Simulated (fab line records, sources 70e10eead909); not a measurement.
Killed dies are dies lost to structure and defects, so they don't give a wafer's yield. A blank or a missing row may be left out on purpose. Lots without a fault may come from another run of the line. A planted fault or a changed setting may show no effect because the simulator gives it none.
Which tool did it? | flow nand_harc | 7 lots, 21 wafers sampled, at 2 steps of a route of 1159

WHAT THE GAUGES READ, wafer by wafer
NHARC_THIN_TSV_CD_MEAS_33: target cd 5000 nm.
lot  | measured     | on        | cd_nm (nm)
L225 | day 19 01:50 | cd_sem-02 | 4998.4 5000.7 4997.5
L226 | day 19 10:01 | cd_sem-02 | 5000.2 5000.4 5000.9
L228 | day 20 06:01 | cd_sem-01 | 4995.9 4997.7 4999.7
L234 | day 21 08:18 | cd_sem-02 | 4997.4 4996.8 4999.1
L239 | day 22 06:02 | cd_sem-03 | - - -
L246 | day 24 02:52 | cd_sem-02 | 4999.4 5001.3 4998.1
L245 | day 24 14:57 | cd_sem-03 | 4995.9 4997.3 4997.1

WHICH TOOL RAN EACH LOT (tool, then ch and the chambers of the sampled wafers, then the start)
lot  | NHARC_THIN_TSV_PEB_31
L225 | litho_track-03 ch 0, day 19 01:45
L226 | litho_track-03 ch 0, day 19 09:55
L228 | litho_track-05 ch 0, day 20 05:55
L234 | litho_track-05 ch 0, day 21 08:13
L239 | litho_track-07, day 22 05:56
L246 | litho_track-03 ch 0, day 24 02:46
L245 | litho_track-05 ch 0, day 24 14:52
- NHARC_THIN_TSV_PEB_31: peb time 85 s.

THE ANSWER, worked out from the rows above alone
Rule: what is usual is taken from the lots themselves. Put in order of their means at a reading, lots are off if they are a third of the lots or fewer, leave a main group of 4 or more, and stand apart from it by a gap of 3 or more times the standard deviation of the main group's means; of several such gaps the widest counts. A main group whose means are all the same, to the digits that the tables above print for the reading, isn't used. A lot without any number at a reading at which 4 lots or more have one is off too. The other lots that the step has rows for count as sound.
Off: L239, at NHARC_THIN_TSV_CD_MEAS_33 (cd_nm). Without a number there: L239. The main group: mean 4998.5 nm, standard deviation 1.3.
A tool fits if, at a process step before that reading, it ran every lot that is off, and no sound lot after the first of them. The gauges at NHARC_THIN_TSV_CD_MEAS_33 are tried like those tools. One fits: litho_track-07 at NHARC_THIN_TSV_PEB_31. It ran no sound lot before its first lot that is off in this sample, so the start can't be narrowed down.

WHAT THE SIMULATOR HAD PUT IN
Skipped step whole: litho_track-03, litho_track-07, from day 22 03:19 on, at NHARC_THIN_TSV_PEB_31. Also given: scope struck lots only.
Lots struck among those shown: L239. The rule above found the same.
